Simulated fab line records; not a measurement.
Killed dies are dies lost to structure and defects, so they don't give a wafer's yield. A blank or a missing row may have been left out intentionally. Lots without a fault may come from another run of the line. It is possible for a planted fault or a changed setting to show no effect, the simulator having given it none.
Matching of chambers | flow n5_finfet | pecvd-02 running N5_BEOL_M8_DEP_56: 3 sister chambers
The step deposits SiCN from 3MS/NH3, target thk 10 nm, time 17.5 s. 20 wafers are shown with their chamber, then 10 later ones without.

== WAFERS PAIRED WITH THEIR CHAMBERS ==
wafer  | chamber | showerhead_plenum_p_Torr (Torr) | throttle_valve_pct (%)
L074.1 | 2       | 3.678                           | 9.9
L074.4 | 1       | 3.654                           | 9.5
L074.6 | 2       | 3.675                           | 9.5
L076.3 | 1       | 3.666                           | 9.9
L076.4 | 0       | 3.669                           | 9.6
L076.6 | 1       | 3.657                           | 9.7
L075.1 | 2       | 3.684                           | 9.8
L075.2 | 1       | 3.651                           | 9.8
L075.6 | 1       | 3.652                           | 9.4
L083.2 | 0       | 3.670                           | 9.2
L083.4 | 0       | 3.661                           | 9.5
L083.5 | 2       | 3.677                           | 9.8
L081.1 | 2       | 3.687                           | 9.6
L081.2 | 0       | 3.664                           | 9.3
L081.3 | 0       | 3.664                           | 9.6
L084.2 | 1       | 3.643                           | 9.6
L084.4 | 2       | 3.680                           | 9.7
L084.5 | 1       | 3.659                           | 9.6
L087.3 | 1       | 3.658                           | 9.4
L087.5 | 1       | 3.658                           | 9.6

SIGNATURES, as means of the wafers listed above
reading                  | chamber 0 | chamber 1 | chamber 2 | scatter within a chamber
showerhead_plenum_p_Torr | 3.66560   | 3.65533   | 3.68017   | 0.00536
throttle_valve_pct       | 9.440     | 9.611     | 9.717     | 0.166
Rule: for a wafer and a chamber, the distance is found by dividing, reading by reading, the gap between the wafer's reading and the chamber's mean by the reading's scatter, squaring, summing and taking the root. The wafer belongs to the nearest chamber; if the next one is less than 2 further off, it can't be placed. The scatter: the root of (the sum of the squares of (reading less its chamber's mean) over the shown wafers, divided by (wafers less chambers)).

== WAFERS WHOSE CHAMBER IS MISSING ==
wafer  | showerhead_plenum_p_Torr (Torr) | throttle_valve_pct (%)
L087.6 | 3.668                           | 9.4
L091.1 | 3.667                           | 10.3
L091.2 | 3.672                           | 9.4
L091.4 | 3.654                           | 9.6
L094.3 | 3.659                           | 9.4
L094.5 | 3.656                           | 9.2
L094.6 | 3.678                           | 10.0
L093.1 | 3.652                           | 9.4
L093.2 | 3.668                           | 9.8
L093.4 | 3.672                           | 9.6

== WHICH CHAMBER EACH WENT THROUGH ==
wafer  | from the rows above          | in truth
L087.6 | 0                            | 0
L091.1 | can't be placed: 2 or 1 or 0 | 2
L091.2 | can't be placed: 0 or 2      | 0
L091.4 | 1                            | 1
L094.3 | can't be placed: 0 or 1      | 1
L094.5 | can't be placed: 0 or 1      | 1
L094.6 | 2                            | 2
L093.1 | can't be placed: 1 or 0      | 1
L093.2 | can't be placed: 0 or 2 or 1 | 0
L093.4 | can't be placed: 0 or 2 or 1 | 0
Correctly placed: 3 of 10. Can't be placed from these rows: 7 (the true chamber is among the candidates in 7). Placed wrongly: 0.
